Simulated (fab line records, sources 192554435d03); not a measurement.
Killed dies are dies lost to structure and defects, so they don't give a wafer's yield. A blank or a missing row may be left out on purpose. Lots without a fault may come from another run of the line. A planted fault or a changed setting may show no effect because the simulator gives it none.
fab line records | flow n5_finfet
record lots=9 wafers=27 last_day=18
route steps=1938 shown HKMG_FIN@437 GATE_CUT@489 BEOL_M4@1111
lots that met no fault: from a run of the same line without faults
start_h: hours from the record's first day to the start of the lot's first wafer shown | wait_h: hours since the lot's step before | " the same as in the row above | L1.1+2: a row that stands for several wafers | - no value, or no start given | * or withheld: withheld | < > ~ a bound
route shown NAME@n: a module of which the file shows steps, and the number in the route of the first | usual: mean/standard deviation of fault-free wafers | same: alike in all rows | chamber/n: place in a boat | sites: the reading at each site | _std_site: their standard deviation | _edge_site: outer sites' mean less inner sites' | radius_mm: how far each site lies from the wafer's centre | mask NAME#n: copy n | behind: the tool/chamber that last shaped the wafer | hold: why the lot was held/for how many hours/how that ended | device: the transistor (n, p or np) that didn't switch | end of line: the same wafers' tests at the end of the route | a step without rows: its recipe alone | killed: dies lost to structure and defects at the first sort, not the wafer's yield | map: a wafer's dies, x killed, . not, _ none there
set.NAME: the setting as run; set.NAME@STEP: as run at that earlier step | model.NAME: the simulator's own value behind a step, which no gauge read
steps of the route over a sample of lots; a table a step, a row a wafer
services: from which hour (start_h, from the record's first day; less than 0 if before it) a tool's chamber was out of use, for how many hours, and why
## steps
# step N5_HKMG_FIN_STRIP_34
# recipe chemistry=CF4 resist=SiARC power_w=300 bias_power_w=75 pressure_mtorr=50 cf4_flow_sccm=150 rf_frequency_hz=6e+07
# usual drypump_motor_current_A=5.6/0.55 oes_product_au=0.76/0.071 power_w=300.1/0.92 rf_vpp_V=270.9/1.2 showerhead_plenum_p_Torr=1.78/0.039 throttle_valve_pct=13.56/0.24
# columns lot.wafer tool chamber start_h wait_h drypump_motor_current_A oes_product_au power_w rf_hours_counter_h rf_vpp_V showerhead_plenum_p_Torr throttle_valve_pct
L939.1 rie_diel-01 3 89.59 0.0 5.2 0.70 300.2 213 270.4 1.76 13.68
L939.4 " 2 " " 6.4 0.86 299.7 33 270.5 1.83 13.09
L939.6 " 1 " " 5.0 0.76 300.3 - 270.8 1.80 13.49
L940.3 rie_diel-06 0 92.37 0.0 5.6 0.79 300.2 133 271.5 1.80 13.55
L940.5 " 0 " " 5.6 0.78 300.5 - 270.2 1.80 13.56
L940.6 " 1 " " 4.9 0.78 298.3 - 269.2 1.74 13.83
L942.1 rie_diel-05 0 102.70 0.0 6.1 0.91 300.6 20 271.2 1.77 13.21
L942.3 " 1 " " 5.7 0.71 300.8 218 271.6 1.77 13.73
L942.4 " 3 " " 6.1 0.72 301.7 180 272.9 1.84 13.88
L945.3 rie_diel-05 2 119.41 0.0 5.5 0.68 301.5 229 273.4 1.82 13.47
L945.5 " 0 " " 6.1 0.90 301.6 - 270.7 1.77 13.20
L945.6 " 3 " " 6.1 0.72 299.8 - 273.2 1.84 13.89
L948.3 rie_diel-01 2 138.22 0.0 6.4 0.85 298.7 52 270.2 1.82 13.14
L948.4 " 0 " " 4.9 0.82 299.2 91 270.0 1.75 13.59
L948.5 " 0 " " 4.9 0.81 299.2 - 269.6 1.75 13.62
L949.2 rie_diel-05 3 140.76 0.0 6.1 0.71 299.0 193 272.8 1.84 13.92
L949.3 " 1 " " 5.8 0.71 299.1 233 269.5 1.77 13.77
L949.5 " 2 " " 5.5 0.67 299.0 - 273.6 1.82 13.47
L953.4 rie_diel-05 1 165.78 0.0 5.7 0.70 299.4 237 269.6 1.77 13.77
L953.5 " 1 " " 5.7 0.71 301.5 - 269.9 1.77 13.76
L953.6 " 2 " " 5.5 0.67 300.6 - 271.8 1.82 13.49
L959.1 rie_diel-01 2 202.31 0.0 6.4 0.81 301.3 77 270.1 1.82 13.21
L959.4 " 1 " " 5.1 0.72 298.8 171 270.8 1.79 13.58
L959.5 " 3 " " 5.2 0.98 298.9 - 271.1 1.75 13.18
L960.1 rie_diel-06 0 209.44 0.0 5.6 0.75 301.5 178 271.1 1.79 13.66
L960.2 " 1 " " 4.9 0.74 300.1 165 269.0 1.73 13.93
L960.5 " 3 " " 5.5 0.67 298.6 - 269.9 1.69 13.83
# step N5_HKMG_FIN_STRIP_89
# recipe chemistry=N2/H2 material=SOC time_s=20 power_w=500 temp_c=40 pressure_mtorr=50 rf_frequency_hz=6e+07 bias_power_w=8 h2_frac=0.5 n2_flow_sccm=300 h2_flow_sccm=300
# usual drypump_motor_current_A=5.6/0.57 oes_product_au=0.76/0.076 power_w=500.1/1.5 rf_vpp_V=54.2/0.86 showerhead_plenum_p_Torr=3.32/0.075 throttle_valve_pct=19.0/0.42
# columns lot.wafer tool chamber start_h wait_h drypump_motor_current_A oes_product_au power_w rf_hours_counter_h rf_vpp_V showerhead_plenum_p_Torr throttle_valve_pct
L939.1 rie_diel-01 3 90.79 0.0 5.3 0.69 500.7 214 54.4 3.35 19.3
L939.4 " 2 " " 6.4 0.91 500.6 34 54.6 3.41 18.2
L939.6 " 2 " " 6.4 0.91 501.0 - 54.2 3.41 18.3
L940.3 rie_diel-06 3 93.55 0.0 5.5 0.71 500.4 187 53.8 3.24 20.0
L940.5 " 0 " " 5.6 0.80 502.0 - 55.9 3.36 18.8
L940.6 " 1 " " 4.9 0.79 501.8 - 53.7 3.25 18.9
L942.1 rie_diel-01 1 103.80 0.0 5.1 0.77 499.5 134 54.8 3.37 18.8
L942.3 " 0 " " 4.9 0.83 500.5 79 54.8 3.27 18.9
L942.4 " 2 " " 6.5 0.90 500.4 38 55.7 3.41 18.2
L945.3 rie_diel-05 3 120.58 0.0 6.1 0.71 499.1 186 53.7 3.47 19.3
L945.5 " 1 " " 5.8 0.71 501.1 - 55.3 3.31 19.0
L945.6 " 0 " " 6.1 0.90 498.2 - 53.6 3.29 18.8
L948.3 rie_diel-06 2 139.32 0.0 6.6 0.68 501.6 232 55.2 3.19 19.1
L948.4 " 0 " " 5.6 0.79 500.4 150 52.4 3.36 18.8
L948.5 " 3 " " 5.5 0.68 499.2 - 54.3 3.23 20.0
L949.2 rie_diel-01 2 141.86 0.0 6.4 0.87 498.4 53 53.3 3.40 18.3
L949.3 " 3 " " 5.2 0.68 501.5 234 55.4 3.33 19.4
L949.5 " 3 " " 5.2 0.67 501.2 - 55.4 3.33 19.4
L953.4 rie_diel-01 3 166.89 0.0 5.2 0.67 499.7 246 54.6 3.33 19.4
L953.5 " 3 " " 5.2 0.67 500.8 - 54.3 3.33 19.4
L953.6 " 2 " " 6.4 0.86 498.5 - 54.2 3.39 18.3
L959.1 rie_diel-01 2 203.56 0.0 6.4 0.85 499.2 77 54.1 3.39 18.3
L959.4 " 1 " " 5.1 0.74 500.0 172 53.6 3.35 18.9
L959.5 " 0 " " 4.9 0.79 500.3 - 52.8 3.25 18.9
L960.1 rie_diel-06 1 210.63 0.0 4.9 0.75 501.6 166 52.9 3.22 19.0
L960.2 " 3 " " 5.5 0.67 497.5 233 54.5 3.21 20.0
L960.5 " 0 " " 5.6 0.76 497.3 - 54.1 3.34 18.9
# step N5_GATE_CUT_INSPECT_15
# recipe mode=adi inspect_instrument=brightfield
# usual raw_defect_count=117/37
# columns lot.wafer tool chamber start_h wait_h raw_defect_count
L939.1 defect_inspect-01 - 97.69 0.1 52
L939.4 " - " " 85
L939.6 " - " " 81
L940.3 defect_inspect-01 - 100.22 0.0 80
L940.5 " - " " 86
L940.6 " - " " 80
L942.1 defect_inspect-01 - 110.65 0.1 96
L942.3 " - " " 152
L942.4 " - " " 122
L945.3 defect_inspect-02 - 127.45 0.0 93
L945.5 " - " " 96
L945.6 " - " " 91
L948.3 defect_inspect-01 - 146.08 0.0 121
L948.4 " - " " 97
L948.5 " - " " 135
L949.2 defect_inspect-02 - 148.78 0.0 169
L949.3 " - " " 157
L949.5 " - " " 166
L953.4 defect_inspect-01 - 173.95 0.0 89
L953.5 " - " " 107
L953.6 " - " " 74
L959.1 defect_inspect-02 - 210.48 0.1 101
L959.4 " - " " 134
L959.5 " - " " 106
L960.1 defect_inspect-01 - 217.41 0.1 87
L960.2 " - " " 61
L960.5 " - " " 96
# step N5_GATE_CUT_CUT_ETCH_53
# recipe chemistry=SF6/Cl2 target=W mask_material=SiO2 target_depth_a=792 pressure_mtorr=8 icp_w=900 bias_w=80 SF6_flow_sccm=40 Cl2_flow_sccm=60 ends=cleared
# usual drypump_motor_current_A=6.07/0.29 etch_rf_on_time_s=26.3/0.51 oes_product_au=0.72/0.1 throttle_valve_pct=28.87/0.25
# columns lot.wafer tool chamber start_h wait_h drypump_motor_current_A etch_rf_on_time_s oes_product_au rf_hours_counter_h throttle_valve_pct
L939.1 rie_metal-01 0 98.24 0.1 5.25 25.6 0.72 32 28.57
L939.4 " 1 " " 6.17 26.3 0.75 - 29.24
L939.6 " 0 " " 5.27 25.8 0.73 - 28.57
L940.3 rie_metal-03 0 100.67 0.1 6.31 26.2 0.75 - 28.69
L940.5 " 1 " " 6.06 26.8 0.56 - 28.67
L940.6 " 0 " " 6.33 26.0 0.76 - 28.69
L942.1 rie_metal-02 1 111.08 0.1 6.18 25.4 0.88 0 29.10
L942.3 " 0 " " 6.12 26.4 0.84 - 28.83
L942.4 " 1 " " 6.22 25.2 0.89 - 29.10
L945.3 rie_metal-02 1 127.95 0.1 6.20 25.4 0.86 - 29.11
L945.5 " 1 " " 6.21 25.6 0.85 - 29.11
L945.6 " 0 " " 6.09 26.5 0.82 - 28.84
L948.3 rie_metal-03 1 146.57 0.1 6.05 26.9 0.55 - 28.68
L948.4 " 0 " " 6.31 26.3 0.74 - 28.70
L948.5 " 0 " " 6.29 26.3 0.74 - 28.69
L949.2 rie_metal-01 0 149.20 0.1 5.25 25.9 0.71 37 28.59
L949.3 " 1 " " 6.13 26.6 0.73 - 29.23
L949.5 " 1 " " 6.13 26.5 0.73 - 29.25
L953.4 rie_metal-01 1 174.45 0.1 6.14 26.4 0.73 - 29.25
L953.5 " 1 " " 6.13 26.5 0.73 - 29.23
L953.6 " 1 " " 6.10 26.5 0.73 - 29.24
L959.1 rie_metal-01 1 210.91 0.1 6.14 20.2 0.84 34 29.26
L959.4 " 1 " " 6.13 20.0 0.86 - 29.26
L959.5 " 1 " " 6.12 26.6 0.71 - 29.26
L960.1 rie_metal-01 0 217.91 0.1 5.29 19.2 0.84 41 28.61
L960.2 " 1 " " 6.12 26.5 0.71 35 29.24
L960.5 " 1 " " 6.11 26.4 0.72 - 29.24
# step N5_BEOL_M4_RC_MEAS_101
# usual DIBL_N=36.0/1.8 DIBL_P=36.3/2.4 IOFF_N=0.16/0.035 IOFF_P=0.21/0.036 ION_N=673/13 ION_P=461/7.2 SS_N=71.4/0.6 SS_P=73.2/0.7 VT_N=250/4 VT_P=-250.9/2.9
# columns lot.wafer tool chamber start_h wait_h DIBL_N[mV/V] DIBL_P[mV/V] IOFF_N[nA/um] IOFF_P[nA/um] ION_N[uA/um] ION_P[uA/um] SS_N[mV/dec] SS_P[mV/dec] VT_N[mV] VT_P[mV]
L939.1 prober-02 0 188.25 0.0 36.7 38.2 0.19 0.25 675 465 72.5 73.7 248 -248.4
L939.4 " 0 " " 34.7 33.9 0.14 0.17 666 457 72.2 72.5 250 -252.9
L939.6 " 0 " " 39.2 41.4 0.25 0.32 693 473 72.8 74.6 242 -245.7
L940.3 prober-01 0 191.50 0.3 36.3 37.4 0.17 0.21 683 462 71.5 73.8 248 -249.2
L940.5 " 0 " " 35.8 37.5 0.16 0.22 672 468 70.7 72.9 250 -247.8
L940.6 " 0 " " 38.5 40.0 0.23 0.26 702 475 71.8 73.9 245 -246.1
L942.1 prober-02 0 202.87 0.0 33.9 34.9 0.13 0.17 674 461 70.4 73.2 254 -250.4
L942.3 " 0 " " 37.5 37.1 0.19 0.20 668 455 72.0 73.4 248 -251.0
L942.4 " 0 " " 35.4 36.2 0.15 0.19 678 470 71.5 73.2 249 -250.7
L945.3 prober-02 0 223.76 0.3 36.7 37.7 0.18 0.24 675 466 71.9 74.2 250 -244.6
L945.5 " 0 " " 36.1 36.2 0.16 0.20 673 461 71.7 74.1 252 -250.6
L945.6 " 0 " " 37.2 37.3 0.17 0.22 670 464 72.3 74.1 252 -246.3
L949.2 prober-01 0 227.39 0.2 35.3 35.9 0.13 0.21 668 464 70.6 73.9 255 -250.9
L949.3 " 0 " " 34.6 35.0 0.13 0.19 673 473 70.6 73.0 253 -252.9
L949.5 " 0 " " 32.8 32.3 0.10 0.15 657 458 70.4 71.3 259 -252.3
L948.3 prober-02 0 244.31 0.3 36.3 37.7 0.18 0.22 682 457 71.2 74.1 248 -251.5
L948.4 " 0 " " 34.5 34.6 0.15 0.18 671 456 70.8 72.5 248 -252.5
L948.5 " 0 " " 36.6 37.1 0.19 0.21 683 464 71.7 73.6 244 -253.3
L953.4 prober-02 0 264.83 0.5 37.1 38.8 0.18 0.21 677 459 71.9 73.7 249 -252.9
L953.5 " 0 " " 34.1 35.2 0.12 0.16 658 452 70.2 72.8 256 -257.1
L953.6 " 0 " " 35.4 36.9 0.13 0.17 653 448 71.9 72.6 256 -255.8
L959.1 prober-01 0 316.37 0.0 36.3 34.9 0.15 0.20 679 465 71.5 73.1 246 -251.2
L959.4 " 0 " " 36.6 36.3 0.15 0.22 671 459 70.9 73.6 249 -251.9
L959.5 " 0 " " 35.2 33.6 0.13 0.17 661 450 71.0 71.9 250 -253.3
L960.1 prober-02 0 319.72 0.0 37.5 39.3 0.18 0.24 691 475 71.0 73.8 246 -246.5
L960.2 " 0 " " 37.7 39.7 0.18 0.25 680 471 72.0 74.1 247 -247.2
L960.5 " 0 " " 36.6 38.0 0.16 0.23 685 474 71.1 73.4 246 -248.1
## services
# columns tool chamber start_h hours kind
rie_diel-06 0 82.08 7.0 repair
rie_metal-02 1 89.66 - clean
rie_metal-02 1 89.66 15.8 scheduled_down
rie_metal-02 1 89.66 15.8 vent_cycle
rie_diel-01 - 90.23 0.2 repair
rie_metal-02 - 121.53 2.8 pm
rie_diel-05 - 147.49 16.3 repair
rie_metal-01 0 155.40 25.5 repair
rie_metal-03 - 162.48 0.4 repair
rie_diel-01 1 164.18 2.6 repair
rie_metal-03 - 177.06 1.4 pm
rie_diel-01 3 181.79 - clean
rie_diel-01 3 181.79 - consumable_replace:focus_ring
rie_diel-01 3 181.79 19.2 scheduled_down
rie_diel-01 3 181.79 19.2 vent_cycle
rie_diel-06 2 186.97 - clean
rie_diel-06 2 186.97 - consumable_replace:focus_ring
rie_diel-06 2 186.97 - consumable_replace:showerhead
rie_diel-06 2 186.97 13.7 scheduled_down
rie_diel-06 2 186.97 13.7 vent_cycle
rie_diel-05 2 197.50 - clean
rie_diel-05 2 197.50 - consumable_replace:focus_ring
rie_diel-05 2 197.50 21.7 scheduled_down
rie_diel-05 2 197.50 21.7 vent_cycle
## key
first_sign step=N5_GATE_CUT_CUT_ETCH_53 reading=etch_rf_on_time_s direction=down sigmas=13 usual=* struck=*
effect none on later readings
met_at N5_GATE_CUT_CUT_ETCH_53
struck_lots L959,L960
struck_wafers L959.1,L959.4,L960.1
not_acting_at N5_HKMG_FIN_STRIP_34,N5_HKMG_FIN_STRIP_89,N5_GATE_CUT_INSPECT_15
onset_between 174.45 210.91
fault kind=process_parameter_drift tool=rie_metal-01 chamber=- onset_h=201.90 steps=N5_GATE_CUT_CUT_ETCH_53 channel=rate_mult offset=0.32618 shape=step end_h=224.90 scope=struck_wafers_only
